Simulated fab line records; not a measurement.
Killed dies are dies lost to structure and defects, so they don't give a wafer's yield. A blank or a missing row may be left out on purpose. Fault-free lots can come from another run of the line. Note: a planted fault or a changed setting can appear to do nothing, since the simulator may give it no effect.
fab line records	flow n5-finfet	part 1 of 2: steps 1 to 30 of 38
record: lots: 5	wafers: 15	last-day: 15
route steps=1938 shown STI_FIN_REVEAL@199 DUMMY_GATE@212
lots that met no fault: from a run of the same line without faults
start-h: start of the lot's first displayed wafer, in hours after the record's first day	wait-h: how many hours have passed since the lot's step before this one	" as in the row above	L1.1+2: several wafers, shown together as one row	- no value present, or no start provided	* or withheld: withheld	< > ~ a bound
route shown NAME@n: NAME is a module with steps in the file, n the number in the route of the first one	usual: mean/standard deviation taken from wafers without a fault	same: alike in all rows	chamber/n: place in a boat	sites: the reading at each site	_std_site: how widely they spread, as a standard deviation	_edge_site: outer sites' mean less inner sites'	radius-mm: how far each site lies from the wafer's centre	mask NAME#n: copy n	behind: tool/chamber where the wafer was last shaped	hold: what put the lot on hold/how long, in hours/how the hold closed	device: whichever transistor did not switch (one of n, p or np)	end of line: the route-end tests of the same wafers	a step without rows: its recipe alone	killed: the dies lost at the first sort to structure and to defects; this is not the yield of the wafer	map: a wafer's dies, x killed, . not, _ none there
set.NAME: the setting as run; set.NAME@STEP: as run at that earlier step	model.NAME: the simulator's own value behind a step, which no gauge read
lots seen at some steps along the route; tables by step, rows by wafer
services: the hour from which a tool's chamber was out of use, counted from the record's first day as start-h (under 0 if before that day), plus the number of hours and why
== steps ==
step: N5_STI_FIN_REVEAL_ETCH_34
recipe: chemistry: H2	mode: isotropic	material: Si	target: Si	target-depth-a: 9.7	temp-c: 20	pressure-mtorr: 4.5	icp-w: 300	bias-w: 0	h2-flow-sccm: 7.5	he-flow-sccm: 142.5
usual: drypump-motor-current-A: 5.5/0.47	oes-product-au: 1.004/0.016	rf-fwd-power-W: 297.0/1.1	throttle-valve-pct: 26.1/0.38
lot.wafer	tool	chamber	start-h	wait-h	drypump-motor-current-A	oes-product-au	rf-fwd-power-W	rf-hours-counter-h	throttle-valve-pct
L077.3	rie-si-03	1	55.03	0.1	5.1	1.033	296.9	2	25.2
L077.5	"	1	"	"	5.1	1.027	297.7	-	25.2
L077.6	"	2	"	"	5.8	1.016	296.9	-	26.6
L085.1	rie-si-05	3	102.21	0.2	5.2	1.017	298.4	101	25.9
L085.3	"	0	"	"	6.0	1.003	297.5	117	25.9
L085.5	"	0	"	"	6.0	1.018	296.5	-	25.9
L086.4	rie-si-05	2	108.44	0.1	5.8	1.003	296.4	114	26.1
L086.5	"	1	"	"	4.7	1.017	297.5	-	26.2
L086.6	"	2	"	"	5.8	1.000	295.3	-	26.1
L087.3	rie-si-03	3	113.38	0.1	5.2	0.985	297.7	180	26.3
L087.4	"	2	"	"	5.8	1.005	296.7	9	26.5
L087.6	"	3	"	"	5.2	0.984	297.4	-	26.3
L088.2	rie-si-03	2	119.09	0.1	5.8	1.018	295.8	9	26.6
L088.3	"	1	"	"	5.1	1.044	297.2	3	25.2
L088.6	"	0	"	"	6.2	0.975	297.7	-	26.7
step: N5_STI_FIN_REVEAL_OXIDATION_31
recipe: chemistry: O2_PLASMA_REMOTE	temp-c: 150	time-s: 20	pressure-mtorr: 1000	source-power-w: 2000	o2-flow-sccm: 3000
usual: drypump-motor-current-A: 5.74/0.14	heater-power-w: 154/8	rf-fwd-power-W: 1981/7.2
lot.wafer	tool	chamber	start-h	wait-h	drypump-motor-current-A	heater-power-w	rf-fwd-power-W	rf-hours-counter-h
L077.3	plasma-asher-02	0	55.11	0.1	5.88	154	1978	-
L077.5	"	1	"	"	5.60	151	1973	-
L077.6	"	0	"	"	5.83	153	1975	-
L085.1	plasma-asher-01	0	102.27	0.0	5.91	168	1989	39
L085.3	"	1	"	"	5.65	145	1987	-
L085.5	"	1	"	"	5.64	143	1987	-
L086.4	plasma-asher-01	1	108.52	0.1	5.66	144	1977	-
L086.5	"	0	"	"	5.98	169	1980	-
L086.6	"	1	"	"	5.65	143	1983	-
L087.3	plasma-asher-02	0	113.46	0.1	5.86	154	1986	-
L087.4	"	1	"	"	5.56	154	1965	-
L087.6	"	1	"	"	5.57	152	1963	-
L088.2	plasma-asher-02	1	119.15	0.0	5.57	151	1982	96
L088.3	"	1	"	"	5.57	153	1982	-
L088.6	"	1	"	"	5.57	152	1980	-
step: N5_STI_FIN_REVEAL_PRECLEAN_32
recipe: chemistry: NF3:NH3	afs-cycles: 1	temp-c: 30	time-s: 20	sublimation-temp-c: 180	sublimation-time-s: 60	pressure-torr: 3	rf-power-w: 30
lot.wafer	tool	chamber	start-h	wait-h
L077.3+5+6	remote-plasma-01	1	55.24	0.1
L085.1+3+5	remote-plasma-02	1	102.35	0.1
L086.4+5+6	remote-plasma-01	0	108.67	0.1
L087.3+4+6	remote-plasma-01	0	113.58	0.1
L088.2+3+6	remote-plasma-01	0	119.26	0.1
step: N5_STI_FIN_REVEAL_STRIP_35
recipe: chemistry: H3PO4	material: Si3N4	temp-c: 165	target-depth-a: 40	time-s: 39
lot.wafer	tool	chamber	start-h	wait-h
L077.3+5+6	wet-bench-06	2,1,7	55.39	0.1
L085.1+3+5	wet-bench-01	2,1,6	102.56	0.2
L086.4+5+6	wet-bench-01	7,3,4	108.79	0.1
L087.3+4+6	wet-bench-01	3,1,4	113.83	0.2
L088.2+3+6	wet-bench-01	7,4,3	119.44	0.2
step: N5_STI_FIN_REVEAL_SRD_21
recipe: dry: ipa-marangoni	time-s: 30	temp-c: 23	rinse-liquid: diw
lot.wafer	tool	chamber	start-h	wait-h
L077.3+5+6	wet-bench-06	2,1,7	55.40	0.0
L085.1+3+5	wet-bench-01	2,1,6	102.58	0.0
L086.4+5+6	wet-bench-01	7,3,4	108.80	0.0
L087.3+4+6	wet-bench-01	3,1,4	113.84	0.0
L088.2+3+6	wet-bench-01	7,4,3	119.45	0.0
step: N5_STI_FIN_REVEAL_OXIDATION_33
recipe: chemistry: O2_PLASMA_REMOTE	temp-c: 150	time-s: 20	pressure-mtorr: 1000	source-power-w: 2000	o2-flow-sccm: 3000
usual: drypump-motor-current-A: 5.75/0.14	heater-power-w: 155/9.2	rf-fwd-power-W: 1982/7.9
lot.wafer	tool	chamber	start-h	wait-h	drypump-motor-current-A	heater-power-w	rf-fwd-power-W	rf-hours-counter-h
L077.3	plasma-asher-02	1	55.46	0.0	5.57	151	1981	-
L077.5	"	0	"	"	5.85	156	1988	-
L077.6	"	1	"	"	5.57	154	1982	-
L085.1	plasma-asher-01	1	102.62	0.0	5.63	143	1988	39
L085.3	"	1	"	"	5.65	146	1988	-
L085.5	"	0	"	"	5.98	171	1988	-
L086.4	plasma-asher-01	1	108.87	0.0	5.64	146	1997	-
L086.5	"	0	"	"	5.83	168	1972	-
L086.6	"	1	"	"	5.63	142	1985	-
L087.3	plasma-asher-01	1	113.91	0.0	5.63	144	1974	-
L087.4	"	0	"	"	5.92	169	1994	-
L087.6	"	1	"	"	5.65	145	1985	-
L088.2	plasma-asher-02	0	119.50	0.0	5.85	151	1984	96
L088.3	"	0	"	"	5.83	152	1979	-
L088.6	"	1	"	"	5.58	154	1962	-
step: N5_STI_FIN_REVEAL_CLEAN_19
recipe: chemistry: O3/DIW	temp-c: 25	time-s: 120	o3-ppm: 10
lot.wafer	tool	chamber	start-h	wait-h
L077.3+5+6	wet-bench-01	6,0,3	55.53	0.1
L085.1+3+5	wet-bench-01	7,0,5	102.71	0.1
L086.4+5+6	wet-bench-06	1,0,4	108.94	0.0
L087.3+4+6	wet-bench-06	5,0,6	113.98	0.0
L088.2+3+6	wet-bench-06	7,1,6	119.59	0.1
step: N5_STI_FIN_REVEAL_SRD_23
recipe: dry: ipa-marangoni	time-s: 30	temp-c: 23	rinse-liquid: diw
lot.wafer	tool	chamber	start-h	wait-h
L077.3+5+6	wet-bench-01	6,0,3	55.57	0.0
L085.1+3+5	wet-bench-01	7,0,5	102.74	0.0
L086.4+5+6	wet-bench-06	1,0,4	108.97	0.0
L087.3+4+6	wet-bench-06	5,0,6	114.01	0.0
L088.2+3+6	wet-bench-06	7,1,6	119.62	0.0
step: N5_STI_FIN_REVEAL_CD_MEAS_22
recipe: target-cd-nm: 6.238	pitch-nm: 28	polarity: line
usual: cd-nm: 6.23/0.22
lot.wafer	tool	chamber	start-h	wait-h	cd-nm
L077.3	cd-sem-03	-	55.61	0.0	6.55
L077.5	"	-	"	"	6.63
L077.6	"	-	"	"	6.09
L085.1	cd-sem-01	-	102.78	0.0	6.25
L085.3	"	-	"	"	6.25
L085.5	"	-	"	"	6.30
L086.4	cd-sem-01	-	109.02	0.0	6.48
L086.5	"	-	"	"	6.26
L086.6	"	-	"	"	6.17
L087.3	cd-sem-01	-	114.05	0.0	6.18
L087.4	"	-	"	"	6.34
L087.6	"	-	"	"	5.90
L088.2	cd-sem-01	-	119.66	0.0	6.07
L088.3	"	-	"	"	6.11
L088.6	"	-	"	"	6.03
step: N5_STI_FIN_REVEAL_FIN_H_MEAS_10
usual: trench-depth-nm: 51.7/0.89
lot.wafer	tool	chamber	start-h	wait-h	trench-depth-nm
L077.3	ocd-02	-	55.64	0.0	51.6
L077.5	"	-	"	"	50.9
L077.6	"	-	"	"	51.7
L085.1	ocd-01	-	102.82	0.0	51.8
L085.3	"	-	"	"	52.8
L085.5	"	-	"	"	52.5
L086.4	ocd-01	-	109.05	0.0	49.7
L086.5	"	-	"	"	51.1
L086.6	"	-	"	"	50.1
L087.3	ocd-02	-	114.08	0.0	50.9
L087.4	"	-	"	"	50.7
L087.6	"	-	"	"	50.7
L088.2	ocd-02	-	119.69	0.0	51.4
L088.3	"	-	"	"	51.1
L088.6	"	-	"	"	51.9
step: N5_STI_FIN_REVEAL_PRECLEAN_18
recipe: chemistry: SC2	time-s: 45	temp-c: 35	mix: 1:1:50
lot.wafer	tool	chamber	start-h	wait-h
L077.3+5+6	wet-bench-06	0,1,3	55.67	0.0
L085.1+3+5	wet-bench-01	6,3,7	102.90	0.1
L086.4+5+6	wet-bench-01	2,4,3	109.07	0.0
L087.3+4+6	wet-bench-01	0,1,5	114.11	0.0
L088.2+3+6	wet-bench-01	3,2,6	119.73	0.0
step: N5_STI_FIN_REVEAL_SRD_28
recipe: dry: ipa-marangoni	time-s: 30	temp-c: 23	rinse-liquid: diw
lot.wafer	tool	chamber	start-h	wait-h
L077.3+5+6	wet-bench-06	0,1,3	55.69	0.0
L085.1+3+5	wet-bench-01	6,3,7	102.91	0.0
L086.4+5+6	wet-bench-01	2,4,3	109.09	0.0
L087.3+4+6	wet-bench-01	0,1,5	114.13	0.0
L088.2+3+6	wet-bench-01	3,2,6	119.74	0.0
step: N5_STI_FIN_REVEAL_INSPECT_13
recipe: inspect-instrument: darkfield	mode: post-clean
usual: raw-defect-count: 13/5.4
lot.wafer	tool	chamber	start-h	wait-h	raw-defect-count
L077.3	defect-inspect-01	-	55.73	0.0	19
L077.5	"	-	"	"	18
L077.6	"	-	"	"	11
L085.1	defect-inspect-01	-	102.95	0.0	9
L085.3	"	-	"	"	9
L085.5	"	-	"	"	14
L086.4	defect-inspect-01	-	109.13	0.0	14
L086.5	"	-	"	"	9
L086.6	"	-	"	"	11
L087.3	defect-inspect-02	-	114.17	0.0	15
L087.4	"	-	"	"	12
L087.6	"	-	"	"	10
L088.2	defect-inspect-01	-	119.78	0.0	21
L088.3	"	-	"	"	21
L088.6	"	-	"	"	37
step: N5_DUMMY_GATE_PRECLEAN_00
recipe: chemistry: O3/DIW	time-s: 60	temp-c: 22	o3-ppm: 10
lot.wafer	tool	chamber	start-h	wait-h
L077.3+5+6	wet-bench-03	2,6,7	55.76	0.0
L085.1+3+5	wet-bench-05	4,5,3	102.98	0.0
L086.4+5+6	wet-bench-02	3,7,2	109.16	0.0
L087.3+4+6	wet-bench-02	0,6,7	114.20	0.0
L088.2+3+6	wet-bench-03	6,2,7	119.81	0.0
step: N5_DUMMY_GATE_SRD_01
recipe: time-s: 30	temp-c: 23	rinse-liquid: diw	dry: ipa-marangoni
lot.wafer	tool	chamber	start-h	wait-h
L077.3+5+6	wet-bench-03	2,6,7	55.78	0.0
L085.1+3+5	wet-bench-05	4,5,3	103.00	0.0
L086.4+5+6	wet-bench-02	3,7,2	109.18	0.0
L087.3+4+6	wet-bench-02	0,6,7	114.22	0.0
L088.2+3+6	wet-bench-03	6,2,7	119.83	0.0
step: N5_DUMMY_GATE_ALD_02
recipe: material: SiO2	target-thk-a: 20	temp-c: 300	ald-precursor-family: BDEAS	ald-co-reactant: O2-plasma	pulse-time-s: 1	pressure-torr: 2
usual: chamber-pressure-Torr: 2.000/0.0043	heater-power-w: 468/32	precursor-pulse-height-rel: 1.001/0.019
same: pulse-time-s: 1
lot.wafer	tool	chamber	start-h	wait-h	chamber-pressure-Torr	heater-power-w	precursor-pulse-height-rel	since-wet-clean-h
L077.3	ald-sin-03	0	55.82	0.0	2.005	477	0.985	245
L077.5	"	2	"	"	2.001	425	0.975	-
L077.6	"	1	"	"	1.998	461	1.016	-
L085.1	ald-sin-03	1	103.04	0.0	1.999	464	0.995	292
L085.3	"	3	"	"	1.992	495	0.971	292
L085.5	"	3	"	"	1.999	492	0.995	-
L086.4	ald-sin-01	1	109.23	0.0	2.001	496	1.022	9
L086.5	"	3	"	"	2.003	458	0.982	-
L086.6	"	2	"	"	1.994	395	1.004	-
L087.3	ald-sin-03	0	114.27	0.0	2.007	473	1.005	304
L087.4	"	2	"	"	1.997	417	1.018	-
L087.6	"	3	"	"	2.004	493	0.984	-
L088.2	ald-sin-03	2	119.91	0.1	2.001	416	1.007	309
L088.3	"	3	"	"	2.002	490	1.006	309
L088.6	"	3	"	"	2.004	511	1.032	-
step: N5_DUMMY_GATE_CVD_03
recipe: material: a-Si	target-thk-a: 1500	temp-c: 530	precursor: SiH4	time-s: 8042
usual: zone-power-lower-pct: 6.5/0.51
lot.wafer	tool	chamber	start-h	wait-h	zone-power-lower-pct
L077.3	lpcvd-01	0/50	55.93	0.1	5.9
L077.5	"	0/59	"	"	5.9
L077.6	"	0/64	"	"	5.9
L085.1	lpcvd-02	1/40	103.15	0.1	7.0
L085.3	"	1/50	"	"	7.0
L085.5	"	1/59	"	"	7.0
L086.4	lpcvd-01	1/104	109.34	0.1	7.0
L086.5	"	1/109	"	"	7.0
L086.6	"	1/114	"	"	7.0
L087.3	lpcvd-02	1/25	114.38	0.1	7.0
L087.4	"	1/29	"	"	7.0
L087.6	"	1/39	"	"	7.0
L088.2	lpcvd-02	1/70	120.01	0.1	7.1
L088.3	"	1/75	"	"	7.1
L088.6	"	1/89	"	"	7.1
step: N5_DUMMY_GATE_PRECLEAN_46
recipe: chemistry: DIW	time-s: 89.5	temp-c: 23
lot.wafer	tool	chamber	start-h	wait-h
L077.3+5+6	wet-bench-02	5,4,6	59.60	0.0
L085.1+3+5	wet-bench-05	5,4,3	106.84	0.0
L086.4+5+6	wet-bench-02	3,0,7	113.01	0.0
L087.3+4+6	wet-bench-05	1,5,0	118.05	0.0
L088.2+3+6	wet-bench-02	2,6,4	123.69	0.0
step: N5_DUMMY_GATE_SRD_47
recipe: dry-time-s: 32	dry: n2-spin	spin-rpm: 1500
lot.wafer	tool	chamber	start-h	wait-h
L077.3+5+6	wet-bench-02	5,4,6	59.63	0.0
L085.1+3+5	wet-bench-05	5,4,3	106.87	0.0
L086.4+5+6	wet-bench-02	3,0,7	113.04	0.0
L087.3+4+6	wet-bench-05	1,5,0	118.08	0.0
L088.2+3+6	wet-bench-02	2,6,4	123.71	0.0
step: N5_DUMMY_GATE_CMP_04
recipe: material: a-Si	post-cmp-clean: alkaline-brush
usual: motor-current-A: 10.3/1.6	pad-life-wafers: 1378/270	time-to-endpoint-s: 13.8/2.8
lot.wafer	tool	chamber	start-h	wait-h	motor-current-A	pad-life-wafers	time-to-endpoint-s
L077.3	cmp-04	2	59.73	0.1	11.3	1346	9.5
L077.6	"	0	"	"	10.6	-	11.5
L077.5	"	1	"	"	9.9	-	11.9
L085.3	cmp-02	3	106.93	0.1	11.3	1327	14.2
L085.1	"	1	"	"	12.6	1329	9.7
L085.5	"	3	"	"	11.0	-	14.1
L086.4	cmp-02	0	113.19	0.1	8.4	1389	17.5
L086.5	"	1	"	"	12.7	-	16.5
L086.6	"	2	"	"	11.1	-	16.7
L087.3	cmp-02	0	118.11	0.0	8.0	1434	15.8
L087.4	"	1	"	"	13.0	1435	12.8
L087.6	"	0	"	"	8.8	-	13.7
L088.3	cmp-02	2	123.75	0.0	12.1	1476	15.9
L088.2	"	1	"	"	13.6	1479	12.9
L088.6	"	3	"	"	11.5	-	16.0
step: N5_DUMMY_GATE_THK_MEAS_05
usual: thk-nm: 72.2/1.1
lot.wafer	tool	chamber	start-h	wait-h	thk-nm
L077.3	film-metro-02	-	59.91	0.1	71.6
L077.5	"	-	"	"	71.2
L077.6	"	-	"	"	71.6
L085.1	film-metro-02	-	107.14	0.1	71.9
L085.3	"	-	"	"	72.4
L085.5	"	-	"	"	73.6
L086.4	film-metro-01	-	113.34	0.1	74.3
L086.5	"	-	"	"	71.2
L086.6	"	-	"	"	71.3
L087.3	film-metro-02	-	118.35	0.2	72.6
L087.4	"	-	"	"	71.4
L087.6	"	-	"	"	72.8
L088.2	film-metro-02	-	123.99	0.1	70.2
L088.3	"	-	"	"	72.8
L088.6	"	-	"	"	73.6
step: N5_DUMMY_GATE_HM_DEP_06
recipe: material: SiNx	target-thk-a: 800	precursor: DCS/NH3	temp-c: 700	pressure-mtorr: 300	time-s: 5141
usual: zone-power-lower-pct: 10.8/0.7
lot.wafer	tool	chamber	start-h	wait-h	zone-power-lower-pct
L077.3	lpcvd-02	0/75	59.93	0.0	10.5
L077.5	"	0/84	"	"	10.5
L077.6	"	0/89	"	"	10.5
L085.1	lpcvd-02	1/65	107.17	0.0	11.3
L085.3	"	1/75	"	"	11.3
L085.5	"	1/84	"	"	11.3
L086.4	lpcvd-01	0/29	113.36	0.0	9.4
L086.5	"	0/34	"	"	9.4
L086.6	"	0/39	"	"	9.4
L087.3	lpcvd-01	1/25	118.38	0.0	11.2
L087.4	"	1/29	"	"	11.2
L087.6	"	1/39	"	"	11.2
L088.2	lpcvd-01	0/95	124.01	0.0	9.4
L088.3	"	0/100	"	"	9.4
L088.6	"	0/114	"	"	9.4
step: N5_DUMMY_GATE_PECVD_30
recipe: material: SiO2	target-thk-a: 550	temp-c: 400	precursor: TEOS/O2	pressure-torr: 6.5	rf-w: withheld	teos-flow-sccm: withheld	gas: O2	flow-sccm: 2650	time-s: 10.8
usual: chamber-pressure-Torr: 6.500/0.013
lot.wafer	tool	chamber	start-h	wait-h	chamber-pressure-Torr	since-wet-clean-h
L077.3	pecvd-03	0	63.88	0.0	6.490	587
L077.5	"	2	"	"	6.497	-
L077.6	"	0	"	"	6.490	-
L085.1	pecvd-02	0	113.06	0.0	6.495	817
L085.3	"	2	"	"	6.496	63
L085.5	"	0	"	"	6.495	-
L086.4	pecvd-03	2	117.32	0.1	6.486	-
L086.5	"	0	"	"	6.478	-
L086.6	"	1	"	"	6.516	-
L087.3	pecvd-03	0	122.32	0.0	6.493	645
L087.4	"	2	"	"	6.501	-
L087.6	"	1	"	"	6.479	-
L088.2	pecvd-02	0	127.96	0.0	6.504	832
L088.3	"	1	"	"	6.492	1557
L088.6	"	2	"	"	6.487	-
step: N5_DUMMY_GATE_COAT_34
recipe: resist: SOC	temp-c: 250	time-s: 60	spin-rpm: 1500	resist-thk-nm: 60
lot.wafer	tool	chamber	start-h	wait-h
L077.3+5+6	litho-track-02	0	63.93	0.0
L085.1+3+5	litho-track-03	0	113.12	0.0
L086.4+5+6	litho-track-02	0	117.36	0.0
L087.3+4+6	litho-track-02	0	122.38	0.0
L088.2+3+6	litho-track-02	0	128.01	0.0
step: N5_DUMMY_GATE_COAT_35
recipe: resist: SiARC	temp-c: 220	time-s: 60	spin-rpm: 1500	resist-thk-nm: 10
lot.wafer	tool	chamber	start-h	wait-h
L077.3+5+6	litho-track-02	0	-	-
L085.1+3+5	litho-track-03	0	-	-
L086.4+5+6	litho-track-02	0	-	-
L087.3+4+6	litho-track-02	0	-	-
L088.2+3+6	litho-track-02	0	-	-
step: N5_DUMMY_GATE_COAT_28
recipe: resist: underlayer	temp-c: 205	time-s: 60	spin-rpm: 1500	resist-thk-nm: 10
lot.wafer	tool	chamber	start-h	wait-h
L077.3+5+6	litho-track-02	0	-	-
L085.1+3+5	litho-track-03	0	-	-
L086.4+5+6	litho-track-02	0	-	-
L087.3+4+6	litho-track-02	0	-	-
L088.2+3+6	litho-track-02	0	-	-
step: N5_DUMMY_GATE_COAT_09
recipe: resist: CAR-EUV	spin-rpm: 1500	resist-thk-nm: 30
lot.wafer	tool	chamber	start-h	wait-h
L077.3+5+6	litho-track-02	0	-	-
L085.1+3+5	litho-track-03	0	-	-
L086.4+5+6	litho-track-02	0	-	-
L087.3+4+6	litho-track-02	0	-	-
L088.2+3+6	litho-track-02	0	-	-
step: N5_DUMMY_GATE_EBR_11
recipe: solvent: PGMEA	ebr-width-mm: 1.5
lot.wafer	tool	chamber	start-h	wait-h
L077.3+5+6	litho-track-02	0	-	-
L085.1+3+5	litho-track-03	0	-	-
L086.4+5+6	litho-track-02	0	-	-
L087.3+4+6	litho-track-02	0	-	-
L088.2+3+6	litho-track-02	0	-	-
step: N5_DUMMY_GATE_SOFTBAKE_10
recipe: temp-c: 110	time-s: 60	resist: CAR-EUV
lot.wafer	tool	chamber	start-h	wait-h
L077.3+5+6	litho-track-02	0	-	-
L085.1+3+5	litho-track-03	0	-	-
L086.4+5+6	litho-track-02	0	-	-
L087.3+4+6	litho-track-02	0	-	-
L088.2+3+6	litho-track-02	0	-	-
step: N5_DUMMY_GATE_EXPOSE_12
recipe: mask-id: GATE	na: 0.33	source-shape: annular	sigma-inner: 0.2	sigma-outer: 0.6	polarization: unpolarized	target-cd-nm: 25	dose-mj: 34
usual: exposure-dose-mJ-cm2: 33.99/0.042
lot.wafer	tool	chamber	start-h	wait-h	mask	exposure-dose-mJ-cm2
L077.3	euv-scanner-01	0	64.21	-	GATE#0	34.03
L077.5	"	0	"	"	GATE#0	34.01
L077.6	"	0	"	"	GATE#0	34.04
L085.1	euv-scanner-02	0	113.38	-	GATE#0	34.03
L085.3	"	0	"	"	GATE#0	34.01
L085.5	"	0	"	"	GATE#0	33.94
L086.4	euv-scanner-01	0	117.64	-	GATE#0	34.06
L086.5	"	0	"	"	GATE#0	34.00
L086.6	"	0	"	"	GATE#0	34.02
L087.3	euv-scanner-01	0	122.53	-	GATE#0	34.03
L087.4	"	0	"	"	GATE#0	34.05
L087.6	"	0	"	"	GATE#0	33.94
L088.2	euv-scanner-01	0	128.16	-	GATE#0	34.02
L088.3	"	0	"	"	GATE#0	34.02
L088.6	"	0	"	"	GATE#0	34.03
